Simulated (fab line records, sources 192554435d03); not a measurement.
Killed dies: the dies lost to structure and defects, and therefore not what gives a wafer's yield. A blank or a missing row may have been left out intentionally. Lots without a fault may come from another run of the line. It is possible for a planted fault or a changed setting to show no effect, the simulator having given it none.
A single fault, viewed from 2 desks + flow n5_finfet + each desk has only its own numbers; what lay behind them comes last

FROM THE METROLOGY DESK
Lot by lot, what the gauges showed, no matter which tool ran the lot: averages of those sampled wafers that carry a number. If a lot's mean is further than 4 standard deviations from the usual mean, the lot is out of limits and carries the mark OUT (the distance appears in the brackets). Of its 10 readings 7 are shown: those that lie furthest out on some lot.
Columns: A = DIBL_N at N5_BEOL_M4_RC_MEAS_101, usual 35.8 mV/V; B = DIBL_P at N5_BEOL_M4_RC_MEAS_101, usual 35.6 mV/V; C = ION_N at N5_BEOL_M4_RC_MEAS_101, usual 672 uA/um; D = ION_P at N5_BEOL_M4_RC_MEAS_101, usual 462 uA/um; E = SS_N at N5_BEOL_M4_RC_MEAS_101, usual 71.2 mV/dec; F = SS_P at N5_BEOL_M4_RC_MEAS_101, usual 73.1 mV/dec; G = VT_N at N5_BEOL_M4_RC_MEAS_101, usual 251 mV
| lot  | first seen here | A    | B    | C   | D   | E    | F    | G   |
|------|-----------------|------|------|-----|-----|------|------|-----|
| L452 | day 8 02:58     | 37.1 | 37.6 | 664 | 459 | 71.1 | 73.3 | 251 |
| L462 | day 10 15:32    | 35.0 | 34.8 | 679 | 461 | 71.3 | 72.4 | 250 |
| L465 | day 11 04:51    | 34.6 | 35.0 | 672 | 467 | 70.7 | 72.6 | 251 |
| L467 | day 11 22:31    | 35.0 | 34.9 | 670 | 458 | 71.2 | 72.9 | 253 |
| L471 | day 12 19:14    | 37.7 | 35.0 | 672 | 452 | 71.9 | 73.6 | 250 |
| L473 | day 13 18:52    | 36.5 | 35.2 | 683 | 468 | 71.3 | 72.3 | 250 |
| L474 | day 13 22:43    | 35.0 | 35.0 | 684 | 470 | 70.7 | 72.7 | 247 |
This desk's finding: nothing out of limits on any of the 7 lots.

AT THE TOOL OWNER'S DESK: rie_diel-06
The tool's own readings at N5_MOL_CONTACT_COAG_ETCH_48 (etches SiOC in C4F6/O2, target depth 15 nm, overetch 4.5 nm, time 17 s): means of the sampled wafers that have a number, for each lot that ran on this tool. If a lot's mean is further than 4 standard deviations from the usual mean, the lot is out of limits and carries the mark OUT (the distance appears in the brackets).
Columns: A = C4F6_flow_sccm at N5_MOL_CONTACT_COAG_ETCH_48, usual 9.997 sccm; B = O2_flow_sccm at N5_MOL_CONTACT_COAG_ETCH_48, usual 10.003 sccm; C = drypump_motor_current_A at N5_MOL_CONTACT_COAG_ETCH_48, usual 5.6 A; D = oes_product_au at N5_MOL_CONTACT_COAG_ETCH_48, usual 0.66 a.u.; E = rf_vpp_V at N5_MOL_CONTACT_COAG_ETCH_48, usual 1595 V; F = showerhead_plenum_p_Torr at N5_MOL_CONTACT_COAG_ETCH_48, usual 2.82 Torr; G = throttle_valve_pct at N5_MOL_CONTACT_COAG_ETCH_48, usual 40.53 %
| lot  | first seen here | A      | B     | C   | D    | E    | F    | G     |
|------|-----------------|--------|-------|-----|------|------|------|-------|
| L471 | day 10 09:15    | 10.009 | 9.984 | 6.1 | 0.65 | 1582 | 2.81 | 40.15 |
| L473 | day 10 18:32    | 9.987  | 9.991 | 5.5 | 0.70 | 1575 | 2.88 | 40.27 |
This desk's finding: nothing out of limits on any of the 2 lots.

BROUGHT TOGETHER
Metrology desk: nothing out of limits seen.
The desk of the tool owner found nothing out of limits.

WHAT THE SIMULATOR HAD INSERTED
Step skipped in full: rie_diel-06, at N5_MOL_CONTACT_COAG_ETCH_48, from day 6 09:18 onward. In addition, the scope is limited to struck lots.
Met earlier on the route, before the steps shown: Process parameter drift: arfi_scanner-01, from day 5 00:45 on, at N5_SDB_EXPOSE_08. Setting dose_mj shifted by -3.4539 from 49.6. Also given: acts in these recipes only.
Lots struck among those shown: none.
